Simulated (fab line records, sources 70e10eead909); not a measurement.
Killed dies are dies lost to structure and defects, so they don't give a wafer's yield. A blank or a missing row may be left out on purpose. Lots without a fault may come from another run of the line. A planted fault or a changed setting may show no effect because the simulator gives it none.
Chamber matching | flow nand_harc | NHARC_P_CONTACT_ETCH_35 on rie_diel-02: 4 sister chambers
The step etches the open film in CF4, target depth 39 nm, time 65 s. 14 wafers are shown with their chamber, then 7 later ones without.

WAFERS WITH THEIR CHAMBER
wafer  | chamber | drypump_motor_current_A (A) | oes_product_au (a.u.) | rf_vpp_V (V)
L343.2 | 3       | 5.6                         | 1.013                 | 151.8
L343.5 | 1       | 6.1                         | 0.996                 | 150.3
L343.6 | 2       | 5.4                         | 1.008                 | 151.6
L350.1 | 0       | 5.4                         | 1.021                 | 150.6
L350.4 | 2       | 5.4                         | 1.006                 | 152.0
L350.6 | 2       | 5.4                         | 1.005                 | 150.2
L354.3 | 2       | 5.3                         | 0.991                 | 151.2
L354.5 | 0       | 5.5                         | 1.013                 | 152.5
L354.6 | 3       | 5.6                         | 1.007                 | 151.3
L356.4 | 1       | 6.1                         | 0.990                 | 149.7
L356.5 | 1       | 6.1                         | 0.991                 | 149.4
L356.6 | 0       | 5.4                         | 1.004                 | 152.2
L359.3 | 0       | 5.4                         | 1.018                 | 152.4
L359.4 | 3       | 5.6                         | 1.015                 | 152.4

SIGNATURES (means of the wafers above)
reading                 | chamber 0 | chamber 1 | chamber 2 | chamber 3 | scatter within a chamber
drypump_motor_current_A | 5.425     | 6.100     | 5.375     | 5.600     | 0.0387
oes_product_au          | 1.01400   | 0.99233   | 1.00250   | 1.01167   | 0.00634
rf_vpp_V                | 151.925   | 149.800   | 151.250   | 151.833   | 0.721
Rule: a wafer's distance from a chamber is the root of the sum, over the readings, of the square of ((its reading less the chamber's mean) divided by the reading's scatter). The wafer belongs to the nearest chamber; if the next one is less than 2 further off, it can't be placed. The scatter: the root of (the sum of the squares of (reading less its chamber's mean) over the shown wafers, divided by (wafers less chambers)).

WAFERS WITHOUT THEIR CHAMBER
wafer  | drypump_motor_current_A (A) | oes_product_au (a.u.) | rf_vpp_V (V)
L359.6 | 6.1                         | 1.000                 | 150.7
L360.1 | 5.5                         | 1.013                 | 152.1
L360.2 | 6.1                         | 1.015                 | 149.2
L360.3 | 5.6                         | 1.027                 | 150.9
L363.2 | 5.5                         | 0.997                 | 151.8
L363.3 | 5.4                         | 0.994                 | 151.5
L363.6 | 5.4                         | 0.988                 | 150.2

WHICH CHAMBER EACH WENT THROUGH
wafer  | from the rows above          | in truth
L359.6 | 1                            | 1
L360.1 | can't be placed: 0 or 3 or 2 | 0
L360.2 | 1                            | 1
L360.3 | 3                            | 3
L363.2 | can't be placed: 0 or 2 or 3 | 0
L363.3 | can't be placed: 2 or 0      | 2
L363.6 | 2                            | 2
Placed correctly: 4 of 7. Can't be placed from these rows: 3 (the true chamber is among the candidates in 3). Placed wrongly: 0.
